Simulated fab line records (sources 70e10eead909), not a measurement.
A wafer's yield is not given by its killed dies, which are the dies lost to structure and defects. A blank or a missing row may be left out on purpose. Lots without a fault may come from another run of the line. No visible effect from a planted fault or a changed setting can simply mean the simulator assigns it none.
Which tool is to blame? / flow nand-harc / 15 lots with 45 wafers sampled at 4 steps, on a route of 1302 steps

== WHAT THE GAUGES SHOWED, per wafer ==
The record lacks any reading of a measuring or inspecting step that a usual standard deviation could be used to judge.

== TOOL THAT RAN EACH LOT (tool first, then ch and the chambers of the sampled wafers, then the start) ==
lot=L821; NHARC_P_M1_STRIP_18=rie-diel-04 ch 0,1, day 6 05:12; NHARC_P_M1_PVD_21=pvd-sputter-01, day 6 08:43 or earlier; NHARC_P_M2_PEB_07=litho-track-04 ch 0, day 6 08:43; NHARC_P_M2_DEGAS_29=pvd-sputter-01, day 6 10:01
lot=L822; NHARC_P_M1_STRIP_18=rie-diel-03 ch 0,1,3, day 6 16:13; NHARC_P_M1_PVD_21=pvd-sputter-02, day 6 19:40 or earlier; NHARC_P_M2_PEB_07=litho-track-04 ch 0, day 6 19:40; NHARC_P_M2_DEGAS_29=pvd-sputter-01, day 6 20:58
lot=L823; NHARC_P_M1_STRIP_18=rie-diel-03 ch 0,2,3, day 7 01:05; NHARC_P_M1_PVD_21=pvd-sputter-03, day 7 04:36 or earlier; NHARC_P_M2_PEB_07=litho-track-04 ch 0, day 7 04:36; NHARC_P_M2_DEGAS_29=pvd-sputter-01, day 7 05:55
lot=L824; NHARC_P_M1_STRIP_18=rie-diel-03 ch 0,1,3, day 7 17:10; NHARC_P_M1_PVD_21=pvd-sputter-03, day 7 20:53 or earlier; NHARC_P_M2_PEB_07=litho-track-06 ch 0, day 7 20:53; NHARC_P_M2_DEGAS_29=pvd-sputter-02, day 7 22:14
lot=L825; NHARC_P_M1_STRIP_18=rie-diel-11 ch 2,3, day 7 21:06; NHARC_P_M1_PVD_21=pvd-sputter-03, day 8 00:36 or earlier; NHARC_P_M2_PEB_07=litho-track-04 ch 0, day 8 00:36; NHARC_P_M2_DEGAS_29=pvd-sputter-02, day 8 01:53
lot=L827; NHARC_P_M1_STRIP_18=rie-diel-03 ch 0,1, day 9 00:43; NHARC_P_M1_PVD_21=pvd-sputter-03, day 9 04:19 or earlier; NHARC_P_M2_PEB_07=litho-track-04 ch 0, day 9 04:19; NHARC_P_M2_DEGAS_29=pvd-sputter-02, day 9 05:35
lot=L828; NHARC_P_M1_STRIP_18=rie-diel-11 ch 0,1,3, day 9 06:41; NHARC_P_M1_PVD_21=pvd-sputter-01, day 9 10:10 or earlier; NHARC_P_M2_PEB_07=litho-track-01 ch 0, day 9 10:10; NHARC_P_M2_DEGAS_29=pvd-sputter-03, day 9 11:28
lot=L829; NHARC_P_M1_STRIP_18=rie-diel-11 ch 2,3, day 9 15:03; NHARC_P_M1_PVD_21=pvd-sputter-01, day 9 18:34 or earlier; NHARC_P_M2_PEB_07=litho-track-06 ch 0, day 9 18:34; NHARC_P_M2_DEGAS_29=pvd-sputter-02, day 9 19:52
lot=L831; NHARC_P_M1_STRIP_18=rie-diel-04 ch 0,1,2, day 10 10:54; NHARC_P_M1_PVD_21=pvd-sputter-02, day 10 14:23 or earlier; NHARC_P_M2_PEB_07=litho-track-06 ch 0, day 10 14:23; NHARC_P_M2_DEGAS_29=pvd-sputter-03, day 10 15:43
lot=L833; NHARC_P_M1_STRIP_18=rie-diel-03 ch 1,2, day 11 03:37; NHARC_P_M1_PVD_21=pvd-sputter-03, day 11 07:01 or earlier; NHARC_P_M2_PEB_07=litho-track-06 ch 0, day 11 07:01; NHARC_P_M2_DEGAS_29=pvd-sputter-03, day 11 08:19
lot=L834; NHARC_P_M1_STRIP_18=rie-diel-11 ch 0,2,3, day 11 10:53; NHARC_P_M1_PVD_21=pvd-sputter-02, day 11 14:17 or earlier; NHARC_P_M2_PEB_07=litho-track-06 ch 0, day 11 14:17; NHARC_P_M2_DEGAS_29=pvd-sputter-02, day 11 15:37
lot=L837; NHARC_P_M1_STRIP_18=rie-diel-03 ch 1,2,3, day 13 14:29; NHARC_P_M1_PVD_21=pvd-sputter-01, day 13 18:00 or earlier; NHARC_P_M2_PEB_07=litho-track-04, day 13 18:00; NHARC_P_M2_DEGAS_29=pvd-sputter-03, day 13 19:21
lot=L840; NHARC_P_M1_STRIP_18=rie-diel-03 ch 0,2, day 14 02:17; NHARC_P_M1_PVD_21=pvd-sputter-01, day 14 06:13 or earlier; NHARC_P_M2_PEB_07=litho-track-04, day 14 06:13; NHARC_P_M2_DEGAS_29=pvd-sputter-02, day 14 07:34
lot=L839; NHARC_P_M1_STRIP_18=rie-diel-03 ch 0,2,3, day 14 03:15; NHARC_P_M1_PVD_21=pvd-sputter-03, day 14 06:50 or earlier; NHARC_P_M2_PEB_07=litho-track-04, day 14 06:50; NHARC_P_M2_DEGAS_29=pvd-sputter-03, day 14 08:07
lot=L842; NHARC_P_M1_STRIP_18=rie-diel-03 ch 0,3, day 15 07:01; NHARC_P_M1_PVD_21=pvd-sputter-01, day 15 10:31 or earlier; NHARC_P_M2_PEB_07=litho-track-06 ch 0, day 15 10:31; NHARC_P_M2_DEGAS_29=pvd-sputter-03, day 15 11:47
- NHARC_P_M1_STRIP_18: strips in N2/H2.
- NHARC_P_M1_PVD_21: deposits Cu, target thk 30 nm, time 20.49 s.
- NHARC_P_M2_PEB_07: peb time 65 s.
- NHARC_P_M2_DEGAS_29: time 60 s.

== WHAT THE TOOLS THEMSELVES READ (means of the sampled wafers that have a number; where no wafer has one, the mark that the record gives instead) ==
NHARC_P_M1_STRIP_18. Usual: drypump-motor-current-A 5.7 A, standard deviation 0.4; oes-product-au 1.002 a.u., standard deviation 0.011; rf-vpp-V 90.4 V, standard deviation 0.87; showerhead-plenum-p-Torr 2.02 Torr, standard deviation 0.077; throttle-valve-pct 14.172 %, standard deviation 0.0092.
lot=L821; tool=rie-diel-04; drypump-motor-current-A (A)=5.8; oes-product-au (a.u.)=1.008; rf-vpp-V (V)=90.5; showerhead-plenum-p-Torr (Torr)=2.09; throttle-valve-pct (%)=14.171; flag=
lot=L822; tool=rie-diel-03; drypump-motor-current-A (A)=5.9; oes-product-au (a.u.)=0.995; rf-vpp-V (V)=89.7; showerhead-plenum-p-Torr (Torr)=2.00; throttle-valve-pct (%)=14.162; flag=
lot=L823; tool=rie-diel-03; drypump-motor-current-A (A)=5.6; oes-product-au (a.u.)=1.001; rf-vpp-V (V)=90.5; showerhead-plenum-p-Torr (Torr)=1.95; throttle-valve-pct (%)=14.182; flag=
lot=L824; tool=rie-diel-03; drypump-motor-current-A (A)=5.8; oes-product-au (a.u.)=0.985; rf-vpp-V (V)=90.6; showerhead-plenum-p-Torr (Torr)=2.00; throttle-valve-pct (%)=14.180; flag=
lot=L825; tool=rie-diel-11; drypump-motor-current-A (A)=6.1; oes-product-au (a.u.)=1.004; rf-vpp-V (V)=90.5; showerhead-plenum-p-Torr (Torr)=2.06; throttle-valve-pct (%)=14.174; flag=
lot=L827; tool=rie-diel-03; drypump-motor-current-A (A)=5.7; oes-product-au (a.u.)=0.993; rf-vpp-V (V)=89.9; showerhead-plenum-p-Torr (Torr)=2.00; throttle-valve-pct (%)=14.171; flag=
lot=L828; tool=rie-diel-11; drypump-motor-current-A (A)=5.6; oes-product-au (a.u.)=1.009; rf-vpp-V (V)=91.2; showerhead-plenum-p-Torr (Torr)=2.02; throttle-valve-pct (%)=14.175; flag=
lot=L829; tool=rie-diel-11; drypump-motor-current-A (A)=6.1; oes-product-au (a.u.)=0.997; rf-vpp-V (V)=90.1; showerhead-plenum-p-Torr (Torr)=2.06; throttle-valve-pct (%)=14.172; flag=
lot=L831; tool=rie-diel-04; drypump-motor-current-A (A)=5.9; oes-product-au (a.u.)=1.004; rf-vpp-V (V)=90.5; showerhead-plenum-p-Torr (Torr)=2.12; throttle-valve-pct (%)=14.179; flag=
lot=L833; tool=rie-diel-03; drypump-motor-current-A (A)=5.5; oes-product-au (a.u.)=0.997; rf-vpp-V (V)=91.1; showerhead-plenum-p-Torr (Torr)=2.08; throttle-valve-pct (%)=14.171; flag=
lot=L834; tool=rie-diel-11; drypump-motor-current-A (A)=5.8; oes-product-au (a.u.)=1.007; rf-vpp-V (V)=90.6; showerhead-plenum-p-Torr (Torr)=2.01; throttle-valve-pct (%)=14.167; flag=
lot=L837; tool=rie-diel-03; drypump-motor-current-A (A)=5.6; oes-product-au (a.u.)=0.994; rf-vpp-V (V)=90.9; showerhead-plenum-p-Torr (Torr)=2.01; throttle-valve-pct (%)=14.171; flag=
lot=L840; tool=rie-diel-03; drypump-motor-current-A (A)=5.3; oes-product-au (a.u.)=1.003; rf-vpp-V (V)=90.1; showerhead-plenum-p-Torr (Torr)=1.97; throttle-valve-pct (%)=14.177; flag=
lot=L839; tool=rie-diel-03; drypump-motor-current-A (A)=5.6; oes-product-au (a.u.)=1.001; rf-vpp-V (V)=90.2; showerhead-plenum-p-Torr (Torr)=1.95; throttle-valve-pct (%)=14.173; flag=
lot=L842; tool=rie-diel-03; drypump-motor-current-A (A)=6.0; oes-product-au (a.u.)=0.996; rf-vpp-V (V)=90.2; showerhead-plenum-p-Torr (Torr)=1.92; throttle-valve-pct (%)=14.172; flag=

NHARC_P_M1_PVD_21. Usual: throttle-valve-pct at 30.0 %, with a standard deviation of 0.9.
lot=L821; tool=pvd-sputter-01; throttle-valve-pct (%)=29.8; flag=
lot=L822; tool=pvd-sputter-02; throttle-valve-pct (%)=30.3; flag=
lot=L823; tool=pvd-sputter-03; throttle-valve-pct (%)=29.5; flag=
lot=L824; tool=pvd-sputter-03; throttle-valve-pct (%)=30.7; flag=
lot=L825; tool=pvd-sputter-03; throttle-valve-pct (%)=30.3; flag=
lot=L827; tool=pvd-sputter-03; throttle-valve-pct (%)=29.4; flag=
lot=L828; tool=pvd-sputter-01; throttle-valve-pct (%)=30.2; flag=
lot=L829; tool=pvd-sputter-01; throttle-valve-pct (%)=29.7; flag=
lot=L831; tool=pvd-sputter-02; throttle-valve-pct (%)=29.4; flag=
lot=L833; tool=pvd-sputter-03; throttle-valve-pct (%)=30.9; flag=
lot=L834; tool=pvd-sputter-02; throttle-valve-pct (%)=29.5; flag=
lot=L837; tool=pvd-sputter-01; throttle-valve-pct (%)=29.5; flag=
lot=L840; tool=pvd-sputter-01; throttle-valve-pct (%)=30.9; flag=
lot=L839; tool=pvd-sputter-03; throttle-valve-pct (%)=29.9; flag=
lot=L842; tool=pvd-sputter-01; throttle-valve-pct (%)=30.3; flag=

NHARC_P_M2_PEB_07. Usual: chill-plate-temp-C 22.99 C, standard deviation 0.11; exhaust-pa 45.0 Pa, standard deviation 0.99; plate-temp-C 100.01 C, standard deviation 0.14.
lot=L821; tool=litho-track-04; chill-plate-temp-C (C)=22.94; exhaust-pa (Pa)=44.5; plate-temp-C (C)=99.92; flag=
lot=L822; tool=litho-track-04; chill-plate-temp-C (C)=23.03; exhaust-pa (Pa)=45.0; plate-temp-C (C)=100.14; flag=
lot=L823; tool=litho-track-04; chill-plate-temp-C (C)=23.07; exhaust-pa (Pa)=44.1; plate-temp-C (C)=99.97; flag=
lot=L824; tool=litho-track-06; chill-plate-temp-C (C)=23.01; exhaust-pa (Pa)=45.0; plate-temp-C (C)=100.02; flag=
lot=L825; tool=litho-track-04; chill-plate-temp-C (C)=23.04; exhaust-pa (Pa)=43.9; plate-temp-C (C)=99.98; flag=
lot=L827; tool=litho-track-04; chill-plate-temp-C (C)=22.88; exhaust-pa (Pa)=45.4; plate-temp-C (C)=100.09; flag=
lot=L828; tool=litho-track-01; chill-plate-temp-C (C)=22.97; exhaust-pa (Pa)=43.6; plate-temp-C (C)=100.19; flag=
lot=L829; tool=litho-track-06; chill-plate-temp-C (C)=22.98; exhaust-pa (Pa)=45.4; plate-temp-C (C)=100.17; flag=
lot=L831; tool=litho-track-06; chill-plate-temp-C (C)=22.90; exhaust-pa (Pa)=46.5; plate-temp-C (C)=99.85; flag=
lot=L833; tool=litho-track-06; chill-plate-temp-C (C)=22.83; exhaust-pa (Pa)=44.8; plate-temp-C (C)=100.13; flag=
lot=L834; tool=litho-track-06; chill-plate-temp-C (C)=22.87; exhaust-pa (Pa)=43.8; plate-temp-C (C)=99.99; flag=
lot=L837; tool=litho-track-04; chill-plate-temp-C (C)=-; exhaust-pa (Pa)=-; plate-temp-C (C)=-; flag=OFF
lot=L840; tool=litho-track-04; chill-plate-temp-C (C)=-; exhaust-pa (Pa)=-; plate-temp-C (C)=-; flag=OFF
lot=L839; tool=litho-track-04; chill-plate-temp-C (C)=-; exhaust-pa (Pa)=-; plate-temp-C (C)=-; flag=OFF
lot=L842; tool=litho-track-06; chill-plate-temp-C (C)=23.04; exhaust-pa (Pa)=45.6; plate-temp-C (C)=99.79; flag=

NHARC_P_M2_DEGAS_29. Usual: heater-power-w at 346 W, with a standard deviation of 36.
lot=L821; tool=pvd-sputter-01; heater-power-w (W)=355; flag=
lot=L822; tool=pvd-sputter-01; heater-power-w (W)=357; flag=
lot=L823; tool=pvd-sputter-01; heater-power-w (W)=307; flag=
lot=L824; tool=pvd-sputter-02; heater-power-w (W)=344; flag=
lot=L825; tool=pvd-sputter-02; heater-power-w (W)=370; flag=
lot=L827; tool=pvd-sputter-02; heater-power-w (W)=365; flag=
lot=L828; tool=pvd-sputter-03; heater-power-w (W)=321; flag=
lot=L829; tool=pvd-sputter-02; heater-power-w (W)=381; flag=
lot=L831; tool=pvd-sputter-03; heater-power-w (W)=345; flag=
lot=L833; tool=pvd-sputter-03; heater-power-w (W)=325; flag=
lot=L834; tool=pvd-sputter-02; heater-power-w (W)=363; flag=
lot=L837; tool=pvd-sputter-03; heater-power-w (W)=347; flag=
lot=L840; tool=pvd-sputter-02; heater-power-w (W)=334; flag=
lot=L839; tool=pvd-sputter-03; heater-power-w (W)=357; flag=
lot=L842; tool=pvd-sputter-03; heater-power-w (W)=336; flag=

== THE ANSWER, worked out from the rows above alone ==
Rule: a lot is off if the mean of its wafers that have a number lies more than 3 standard deviations from the usual mean. A lot without any number at a reading at which 4 lots or more have one is off too. Where the step has rows for the other lots, those lots are counted as sound. First the gauges in route order, then the tools' own readings, where a lot's mean is used as printed above. At the first step where some lot is off, the reading lying furthest off is the one used; lots without a number count as furthest.
Off, at NHARC_P_M2_PEB_07 on chill-plate-temp-C: L837, L840, L839. Without a number there: L837, L840, L839.
If a tool, at that step or one of the process steps before it, ran each lot that is off and ran no sound lot following the first of them, it fits. NHARC_P_M1_PVD_21 gives no start for some lots, so the hours and the order of its lots are those of NHARC_P_M2_PEB_07. One fits: NHARC_P_M2_PEB_07 on litho-track-04. Its last sound lot is L827 (day 9 04:19), its first lot that is off L837 (day 13 18:00): a fault that began between those two fits.
Blank at NHARC_P_M2_PEB_07 on the lots that are off, where sound lots have numbers: chill-plate-temp-C, exhaust-pa, plate-temp-C.

== WHAT WAS PUT IN BY THE SIMULATOR ==
Entire step skipped (litho-track-04, NHARC_P_M2_PEB_07), from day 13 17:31 onward. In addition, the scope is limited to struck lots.
Shown lots that were struck: L837, L840, L839. The rule above reached the same finding.
